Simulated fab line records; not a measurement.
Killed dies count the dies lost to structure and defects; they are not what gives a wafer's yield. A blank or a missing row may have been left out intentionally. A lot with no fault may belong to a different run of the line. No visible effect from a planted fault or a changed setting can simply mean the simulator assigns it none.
8D (eight disciplines) problem report, filled in by code || flow n5 finfet || the parts of the form that need people (team, actions taken, sign-off) are left out

== 1. THE ISSUE ==
At N5_WELL_APT_IMPLANT_15, dose ions cm2 averages 1.7726e+13 over 6 wafers from 2 lots, while fault-free wafers read 1.4997e+13, standard deviation 1.7e+10. That is +99 or more standard deviations from the usual mean.
Earliest sighting: wafer L819.1 on implanter-01 at day 5 08:18. Wafers with a number at this step in the record: 18, from 6 lots. Rule for "out", or "out of limits": more than 4 standard deviations from the usual mean. All remaining wafers that have a number are taken as sound.

== 2. WHAT IT IS; WHAT IT IS NOT ==
{"question": "which readings at this step", "is": "dose ions cm2, faraday current uA", "is not": "beam on s"}
{"question": "which lots", "is": "L819, L821", "is not": "L810, L814, L815, L816"}
{"question": "which wafers of those lots", "is": "all that have a number", "is not": "-"}
{"question": "read on which tools", "is": "implanter-01", "is not": "implanter-02"}
{"question": "when", "is": "from day 5 08:18", "is not": "up to then (12 sound wafers)"}

== 3. SUSPECTS, AND WHAT RULES EACH OUT ==
Counting: any tool at a process step up to the reading is kept as a suspect provided that every lot that is out went through it and no sound lot did after the first of them.
- implanter-01 at N5_WELL_APT_IMPLANT_15: kept. Every lot that is out went through it, starting with L819 (day 5 08:18), and after that it ran no sound lot; the last sound lot it ran before then is L816 (day 4 15:20). Out on those wafers are its own readings of dose ions cm2, faraday current uA.
After counting, what remains is implanter-01 at N5_WELL_APT_IMPLANT_15.

== 4. THE CAUSE (what the simulator had put in) ==
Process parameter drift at N5_WELL_APT_IMPLANT_15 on implanter-01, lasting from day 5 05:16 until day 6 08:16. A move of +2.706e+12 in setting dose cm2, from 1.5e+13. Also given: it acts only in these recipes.
This tool alone remained once counting was done.

== 5. THE EFFECT CHAIN, in route order ==
Each row: a reading where the mean over the struck wafers with a number is more than 3 standard deviations away from the usual. Only readings for which the record gives a usual standard deviation are gone through. hours: the time from each lot's start at the first step in this table that gives one to its start at this step, as a median over the lots. sigmas: the change in usual standard deviations.
{"hours": 0, "step": "N5_WELL_APT_IMPLANT_15", "reading": "dose ions cm2", "usual": 1.4997e+13, "on struck wafers": 1.7726e+13, "change": "+2.7285e+12", "sigmas": "+99 or more"}
{"hours": 0, "step": "N5_WELL_APT_IMPLANT_15", "reading": "faraday current uA", "usual": 190, "on struck wafers": 222, "change": "+32", "sigmas": "+8.5"}
Here are the process steps it includes:
- N5_WELL_APT_IMPLANT_15
Later measuring or inspecting steps at which every struck wafer that the step has a row for has a number for every such reading, and none has moved that far: N5_WELL_APT_CD_MEAS_25, N5_WELL_APT_OVL_MEAS_26, N5_WELL_APT_INSPECT_27, N5_WELL_APT_INSPECT_38, N5_BEOL_M4_RC_MEAS_101.

== 6. WHAT WOULD HAVE CAUGHT IT SOONER ==
In this record the first reading out of limits was taken at day 5 08:18, 3 hours after the fault began at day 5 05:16.
